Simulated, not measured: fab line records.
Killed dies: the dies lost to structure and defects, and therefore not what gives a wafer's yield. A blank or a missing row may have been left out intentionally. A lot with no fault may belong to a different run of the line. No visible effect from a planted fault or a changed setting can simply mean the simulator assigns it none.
Split-lot experiment || flow n5_finfet || on a route of 1938 steps: 7 lots, 39 wafers read

== THE SPLIT ==
At N5_BEOL_M3_DESCUM_33 (chemistry O2, time 7 s), the setting time_s was moved away from the recipe's 7 s on 18 of the 39 wafers read, by -59.1% to +46.9%. The other wafers ran this setting at the recipe's value.

The reading is taken at the split's own step.

== THE READING ==
CAR-EUV_of_BEOL_M3_COAT_22.thk_nm (the simulator's own value, which no gauge read), in nm, at N5_BEOL_M3_DESCUM_33 (chemistry O2, time 7 s). No usual value for it is given in the file. Across the 21 wafers here that went through the recipe, the average is 26.1 nm and the standard deviation 0.1 nm.

{"wafer": "L079.1", "tool, chamber at the split": "rie_diel-02, 1,0,2", "time_s as run, s": 7, "against the recipe": "recipe", "CAR-EUV_of_BEOL_M3_COAT_22.thk_nm, nm": 26, "against lot-mates on the recipe": "-"}
{"wafer": "L079.2", "tool, chamber at the split": "rie_diel-02, 1,0,2", "time_s as run, s": 7, "against the recipe": "recipe", "CAR-EUV_of_BEOL_M3_COAT_22.thk_nm, nm": 26, "against lot-mates on the recipe": "-"}
{"wafer": "L079.4", "tool, chamber at the split": "rie_diel-02, 1,0,2", "time_s as run, s": 7, "against the recipe": "recipe", "CAR-EUV_of_BEOL_M3_COAT_22.thk_nm, nm": 26, "against lot-mates on the recipe": "-"}
{"wafer": "L079.3", "tool, chamber at the split": "rie_diel-02, 2", "time_s as run, s": 2.864, "against the recipe": "-59.1%", "CAR-EUV_of_BEOL_M3_COAT_22.thk_nm, nm": 28, "against lot-mates on the recipe": "+2.0"}
{"wafer": "L079.5", "tool, chamber at the split": "rie_diel-02, 0,1", "time_s as run, s": 2.864, "against the recipe": "-59.1%", "CAR-EUV_of_BEOL_M3_COAT_22.thk_nm, nm": 28.2, "against lot-mates on the recipe": "+2.2"}
{"wafer": "L079.6", "tool, chamber at the split": "rie_diel-02, 0,1", "time_s as run, s": 2.864, "against the recipe": "-59.1%", "CAR-EUV_of_BEOL_M3_COAT_22.thk_nm, nm": 28.2, "against lot-mates on the recipe": "+2.2"}
{"wafer": "L080.1", "tool, chamber at the split": "rie_diel-02, 2", "time_s as run, s": 7, "against the recipe": "recipe", "CAR-EUV_of_BEOL_M3_COAT_22.thk_nm, nm": 26, "against lot-mates on the recipe": "-"}
{"wafer": "L080.4", "tool, chamber at the split": "rie_diel-02, 2", "time_s as run, s": 7, "against the recipe": "recipe", "CAR-EUV_of_BEOL_M3_COAT_22.thk_nm, nm": 26, "against lot-mates on the recipe": "-"}
{"wafer": "L080.2", "tool, chamber at the split": "rie_diel-02, 1,0", "time_s as run, s": 3.711, "against the recipe": "-47.0%", "CAR-EUV_of_BEOL_M3_COAT_22.thk_nm, nm": 27.8, "against lot-mates on the recipe": "+1.7"}
{"wafer": "L080.3", "tool, chamber at the split": "rie_diel-02, 1,0", "time_s as run, s": 3.711, "against the recipe": "-47.0%", "CAR-EUV_of_BEOL_M3_COAT_22.thk_nm, nm": 27.8, "against lot-mates on the recipe": "+1.7"}
{"wafer": "L080.5", "tool, chamber at the split": "rie_diel-02, 1", "time_s as run, s": 3.711, "against the recipe": "-47.0%", "CAR-EUV_of_BEOL_M3_COAT_22.thk_nm, nm": 27.6, "against lot-mates on the recipe": "+1.5"}
{"wafer": "L080.6", "tool, chamber at the split": "rie_diel-02, 0", "time_s as run, s": 7, "against the recipe": "recipe", "CAR-EUV_of_BEOL_M3_COAT_22.thk_nm, nm": 26.2, "against lot-mates on the recipe": "-"}
{"wafer": "L081.1", "tool, chamber at the split": "rie_diel-03, 2,0", "time_s as run, s": 7, "against the recipe": "recipe", "CAR-EUV_of_BEOL_M3_COAT_22.thk_nm, nm": 26.2, "against lot-mates on the recipe": "-"}
{"wafer": "L081.3", "tool, chamber at the split": "rie_diel-03, 2,0", "time_s as run, s": 7, "against the recipe": "recipe", "CAR-EUV_of_BEOL_M3_COAT_22.thk_nm, nm": 26.2, "against lot-mates on the recipe": "-"}
{"wafer": "L081.6", "tool, chamber at the split": "rie_diel-03, 1", "time_s as run, s": 7, "against the recipe": "recipe", "CAR-EUV_of_BEOL_M3_COAT_22.thk_nm, nm": 26, "against lot-mates on the recipe": "-"}
{"wafer": "L085.1", "tool, chamber at the split": "rie_diel-03, 3,1,0", "time_s as run, s": 7, "against the recipe": "recipe", "CAR-EUV_of_BEOL_M3_COAT_22.thk_nm, nm": 26.2, "against lot-mates on the recipe": "-"}
{"wafer": "L085.3", "tool, chamber at the split": "rie_diel-03, 3,1,0", "time_s as run, s": 7, "against the recipe": "recipe", "CAR-EUV_of_BEOL_M3_COAT_22.thk_nm, nm": 26.2, "against lot-mates on the recipe": "-"}
{"wafer": "L085.4", "tool, chamber at the split": "rie_diel-03, 3,1,0", "time_s as run, s": 7, "against the recipe": "recipe", "CAR-EUV_of_BEOL_M3_COAT_22.thk_nm, nm": 26.2, "against lot-mates on the recipe": "-"}
{"wafer": "L085.2", "tool, chamber at the split": "rie_diel-03, 2", "time_s as run, s": 3.472, "against the recipe": "-50.4%", "CAR-EUV_of_BEOL_M3_COAT_22.thk_nm, nm": 28, "against lot-mates on the recipe": "+1.8"}
{"wafer": "L085.5", "tool, chamber at the split": "rie_diel-03, 1,2", "time_s as run, s": 3.472, "against the recipe": "-50.4%", "CAR-EUV_of_BEOL_M3_COAT_22.thk_nm, nm": 27.8, "against lot-mates on the recipe": "+1.6"}
{"wafer": "L085.6", "tool, chamber at the split": "rie_diel-03, 1,2", "time_s as run, s": 3.472, "against the recipe": "-50.4%", "CAR-EUV_of_BEOL_M3_COAT_22.thk_nm, nm": 27.8, "against lot-mates on the recipe": "+1.6"}
{"wafer": "L092.1", "tool, chamber at the split": "rie_diel-02, 2,1,2", "time_s as run, s": 8.509, "against the recipe": "+21.6%", "CAR-EUV_of_BEOL_M3_COAT_22.thk_nm, nm": 25.4, "against lot-mates on the recipe": -0.8}
{"wafer": "L092.2", "tool, chamber at the split": "rie_diel-02, 2,1,2", "time_s as run, s": 8.509, "against the recipe": "+21.6%", "CAR-EUV_of_BEOL_M3_COAT_22.thk_nm, nm": 25.4, "against lot-mates on the recipe": -0.8}
{"wafer": "L092.6", "tool, chamber at the split": "rie_diel-02, 2,1,2", "time_s as run, s": 8.509, "against the recipe": "+21.6%", "CAR-EUV_of_BEOL_M3_COAT_22.thk_nm, nm": 25.4, "against lot-mates on the recipe": -0.8}
{"wafer": "L092.3", "tool, chamber at the split": "rie_diel-02, 3,0,3", "time_s as run, s": 7, "against the recipe": "recipe", "CAR-EUV_of_BEOL_M3_COAT_22.thk_nm, nm": 26.2, "against lot-mates on the recipe": "-"}
{"wafer": "L092.4", "tool, chamber at the split": "rie_diel-02, 3,0,3", "time_s as run, s": 7, "against the recipe": "recipe", "CAR-EUV_of_BEOL_M3_COAT_22.thk_nm, nm": 26.2, "against lot-mates on the recipe": "-"}
{"wafer": "L092.5", "tool, chamber at the split": "rie_diel-02, 3,0,3", "time_s as run, s": 7, "against the recipe": "recipe", "CAR-EUV_of_BEOL_M3_COAT_22.thk_nm, nm": 26.2, "against lot-mates on the recipe": "-"}
{"wafer": "L093.1", "tool, chamber at the split": "rie_diel-04, 0,3", "time_s as run, s": 7, "against the recipe": "recipe", "CAR-EUV_of_BEOL_M3_COAT_22.thk_nm, nm": 26, "against lot-mates on the recipe": "-"}
{"wafer": "L093.4", "tool, chamber at the split": "rie_diel-04, 0,3", "time_s as run, s": 7, "against the recipe": "recipe", "CAR-EUV_of_BEOL_M3_COAT_22.thk_nm, nm": 26, "against lot-mates on the recipe": "-"}
{"wafer": "L093.2", "tool, chamber at the split": "rie_diel-04, 2,1,3", "time_s as run, s": 10.28, "against the recipe": "+46.9%", "CAR-EUV_of_BEOL_M3_COAT_22.thk_nm, nm": 24.4, "against lot-mates on the recipe": -1.7}
{"wafer": "L093.3", "tool, chamber at the split": "rie_diel-04, 2,1,3", "time_s as run, s": 10.28, "against the recipe": "+46.9%", "CAR-EUV_of_BEOL_M3_COAT_22.thk_nm, nm": 24.4, "against lot-mates on the recipe": -1.7}
{"wafer": "L093.6", "tool, chamber at the split": "rie_diel-04, 2,1,3", "time_s as run, s": 10.28, "against the recipe": "+46.9%", "CAR-EUV_of_BEOL_M3_COAT_22.thk_nm, nm": 24.4, "against lot-mates on the recipe": -1.7}
{"wafer": "L093.5", "tool, chamber at the split": "rie_diel-04, 0", "time_s as run, s": 7, "against the recipe": "recipe", "CAR-EUV_of_BEOL_M3_COAT_22.thk_nm, nm": 26.2, "against lot-mates on the recipe": "-"}
{"wafer": "L095.1", "tool, chamber at the split": "rie_diel-03, 0,2", "time_s as run, s": 7, "against the recipe": "recipe", "CAR-EUV_of_BEOL_M3_COAT_22.thk_nm, nm": 26, "against lot-mates on the recipe": "-"}
{"wafer": "L095.3", "tool, chamber at the split": "rie_diel-03, 0,2", "time_s as run, s": 7, "against the recipe": "recipe", "CAR-EUV_of_BEOL_M3_COAT_22.thk_nm, nm": 26, "against lot-mates on the recipe": "-"}
{"wafer": "L095.2", "tool, chamber at the split": "rie_diel-03, 1", "time_s as run, s": 8.111, "against the recipe": "+15.9%", "CAR-EUV_of_BEOL_M3_COAT_22.thk_nm, nm": 25.4, "against lot-mates on the recipe": -0.7}
{"wafer": "L095.4", "tool, chamber at the split": "rie_diel-03, 3", "time_s as run, s": 7, "against the recipe": "recipe", "CAR-EUV_of_BEOL_M3_COAT_22.thk_nm, nm": 26.2, "against lot-mates on the recipe": "-"}
{"wafer": "L095.5", "tool, chamber at the split": "rie_diel-03, 1,0", "time_s as run, s": 8.111, "against the recipe": "+15.9%", "CAR-EUV_of_BEOL_M3_COAT_22.thk_nm, nm": 25.6, "against lot-mates on the recipe": -0.5}
{"wafer": "L095.6", "tool, chamber at the split": "rie_diel-03, 1,0", "time_s as run, s": 8.111, "against the recipe": "+15.9%", "CAR-EUV_of_BEOL_M3_COAT_22.thk_nm, nm": 25.6, "against lot-mates on the recipe": -0.5}
Where a row lists several chambers, the file gives one row for several wafers and doesn't say which wafer went through which chamber.

FIT RESULTS
A straight line over all 39 wafers: CAR-EUV_of_BEOL_M3_COAT_22.thk_nm changes by -0.035 nm for each +1% of time_s; r = -1.00; the points scatter about the line by 0.096 nm.
The same after taking each lot's own level away (the mean of its wafers on the recipe; 39 wafers): -0.0352 nm for each +1%; r = -1.00; scatter 0.084 nm.
That fit puts the effect of the largest move of time_s on the reading at 2.1 nm.
Across the lots, their own levels run from 26.00 to 26.20 nm, a range of 2.0 times the standard deviation given above.
The two slopes agree, so the slope changes little with the lot-to-lot level.
Check: for one of the wafers moved furthest among these (-59.1%), held out of the fit, the line's prediction against its lot-mates is +2.08 nm. Against them it came out at +2 nm.

== THE OTHER SPLITS THESE WAFERS WENT THROUGH ==
Other splits were also applied to these wafers ahead of the reading. Each is held against what the fit with the lots' levels taken away leaves over:
{"other split on the same wafers": "N5_FIN_SAQP_ALD_61 ald_cycles", "wafers away from the commonest value": 15, "r with CAR-EUV_of_BEOL_M3_COAT_22.thk_nm (lot level and that fit taken away)": "+0.05"}
{"other split on the same wafers": "N5_MOL_CONTACT_COAG_DESCUM_45 time_s", "wafers away from the commonest value": 15, "r with CAR-EUV_of_BEOL_M3_COAT_22.thk_nm (lot level and that fit taken away)": "+0.12"}
{"other split on the same wafers": "N5_MOL_CONTACT_COAG_VIA_ETCH_117 target_depth_a", "wafers away from the commonest value": 9, "r with CAR-EUV_of_BEOL_M3_COAT_22.thk_nm (lot level and that fit taken away)": "+0.15"}
{"other split on the same wafers": "N5_BEOL_M2_DESCUM_16 time_s", "wafers away from the commonest value": 18, "r with CAR-EUV_of_BEOL_M3_COAT_22.thk_nm (lot level and that fit taken away)": -0.02}

== FILE'S OWN FIT ==
CAR-EUV_of_BEOL_M3_COAT_22.thk_nm changes by -0.0352 nm for each +1% of time_s, r = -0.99.
